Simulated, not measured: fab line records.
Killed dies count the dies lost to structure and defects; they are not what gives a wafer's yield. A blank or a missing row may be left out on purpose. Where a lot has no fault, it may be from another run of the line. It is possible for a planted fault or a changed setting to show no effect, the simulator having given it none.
Split-lot study | flow n5 finfet | 21 wafers read from 7 lots, route of 1938 steps

== ABOUT THE SPLIT ==
At N5_MOL_CONTACT_COAG_PECVD_31 (deposits SiO2 from TEOS/O2, target thk 46 nm, time 8.9 s), the setting time s was moved away from the recipe's 8.9 s on 10 of the 21 wafers read, by -10.4% to +12.5%. For the rest of the wafers, this setting stayed at what the recipe calls for.

== FROM THE SPLIT TO THE READING: what the file shows between them, 4 steps ==
- N5_MOL_CONTACT_COAG_COAT_75: time 60 s, resist thk 60 nm
- N5_MOL_CONTACT_COAG_COAT_76: time 60 s, resist thk 10 nm
- N5_MOL_CONTACT_COAG_ETCHBACK_135: etches SiO2 in CHF3, target depth 25 nm, time 16.7 s
- N5_MOL_CONTACT_COAG_STRIP_118: strips in CHF3

== THE READING ==
etch.depth nm (the simulator's own value, which no gauge read), in nm, at N5_MOL_CONTACT_COAG_VIA_ETCH_46 (etches SiO2 in C4F6/O2, target depth 46 nm, overetch 9.2 nm, time 40 s). The file gives no usual value for it. The 11 wafers here that ran the recipe average 45.99 nm, standard deviation 0.54 nm.

wafer  | tool, chamber at the split | time s as run, s | against the recipe | etch.depth nm, nm | against lot-mates on the recipe
L082.4 | pecvd-01, 1                | 8.9              | recipe             | 47.09             | -
L082.5 | pecvd-01, 2,0              | 8.9              | recipe             | 45.93             | -
L082.6 | pecvd-01, 2,0              | 8.9              | recipe             | 45.97             | -
L088.2 | pecvd-03, 0                | 8.9              | recipe             | 45.33             | -
L088.3 | pecvd-03, 2                | 8.9              | recipe             | 45.79             | -
L088.5 | pecvd-03, 1                | 8.9              | recipe             | 46.42             | -
L090.2 | pecvd-01, 1                | 9.6              | +7.9%              | 49.35             | +3.83
L090.4 | pecvd-01, 2                | 9.6              | +7.9%              | 48.99             | +3.47
L090.6 | pecvd-01, 2                | 8.9              | recipe             | 45.52             | -
L092.3 | pecvd-01, 1                | 8.9              | recipe             | 46.61             | -
L092.4 | pecvd-01, 0                | 9.823            | +10.4%             | 49.98             | +3.37
L092.6 | pecvd-01, 0                | 9.823            | +10.4%             | 50.14             | +3.53
L091.1 | pecvd-03, 0                | 10.01            | +12.5%             | 50.64             | +4.30
L091.4 | pecvd-03, 2                | 8.9              | recipe             | 46.34             | -
L091.6 | pecvd-03, 0                | 10.01            | +12.5%             | 52.03             | +5.69
L095.1 | pecvd-03, 2                | 8.9              | recipe             | 45.47             | -
L095.2 | pecvd-03, 1                | 9.627            | +8.2%              | 49.47             | +4.00
L095.5 | pecvd-03, 2                | 9.627            | +8.2%              | 50.21             | +4.74
L096.1 | pecvd-03, 2                | 7.974            | -10.4%             | 40.39             | -5.05
L096.3 | pecvd-03, 0                | 7.974            | -10.4%             | 40.59             | -4.85
L096.5 | pecvd-03, 1                | 8.9              | recipe             | 45.44             | -
Rows listing several chambers each stand for several wafers; the file does not say which wafer went through which chamber.

THE FIT
A straight line over all 21 wafers: etch.depth nm changes by +0.456 nm for each +1% of time s; r = +0.98; the points scatter about the line by 0.58 nm.
The same after taking each lot's own level away (the mean of its wafers on the recipe; 21 wafers): +0.432 nm for each +1%; r = +0.98; scatter 0.61 nm.
According to that fit, moving time s by its largest amount changes the reading by 5.4 nm.
Measured against the standard deviation above, the lots' own levels, which go from 45.440 to 46.610 nm, span 2.2 times it.
So the lot-to-lot level changes the slope little: the two slopes agree.
Check: for one of the wafers moved furthest among these (+12.5%), held out of the fit, the line's prediction against its lot-mates is +5.51 nm. Against them it came out at +4.3 nm.

== OTHER SPLITS ON THESE WAFERS ==
These wafers also went through other splits before the reading. Each is held against what the fit with the lots' levels taken away leaves over:
other split on the same wafers        | wafers away from the commonest value | r with etch.depth nm (lot level and that fit taken away)
N5_SD_EPI_N_EPI_21 time s             | 6                                    | +0.32
N5_SDB_COAT_05 spin rpm               | 8                                    | +0.28
N5_SDB_ALD_29 ald cycles              | 7                                    | +0.58
N5_MOL_CONTACT_COAG_COAT_02 spin rpm  | 7                                    | +0.30
N5_MOL_CONTACT_COAG_ALD_27 ald cycles | 9                                    | -0.61

== THE WHOLE CHAIN: every reading that the file lists as answering this split, in the file's order ==
step                            | what it does                                                           | reading                                                                                   | change (the file's fit)               | r (the file's)
N5_MOL_CONTACT_COAG_PECVD_31    | deposits SiO2 from TEOS/O2, target thk 46 nm, time 8.9 s               | SiO2_of_MOL_CONTACT_COAG_PECVD_31.thk nm (the simulator's own value, which no gauge read) | +0.425 nm for each +1% of the setting | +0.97
N5_MOL_CONTACT_COAG_VIA_ETCH_46 | etches SiO2 in C4F6/O2, target depth 46 nm, overetch 9.2 nm, time 40 s | etch.depth nm (the simulator's own value, which no gauge read)                            | +0.428 nm for each +1% of the setting | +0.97

== FILE'S OWN FIT ==
etch.depth nm changes by +0.428 nm for each +1% of time s, r = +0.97.
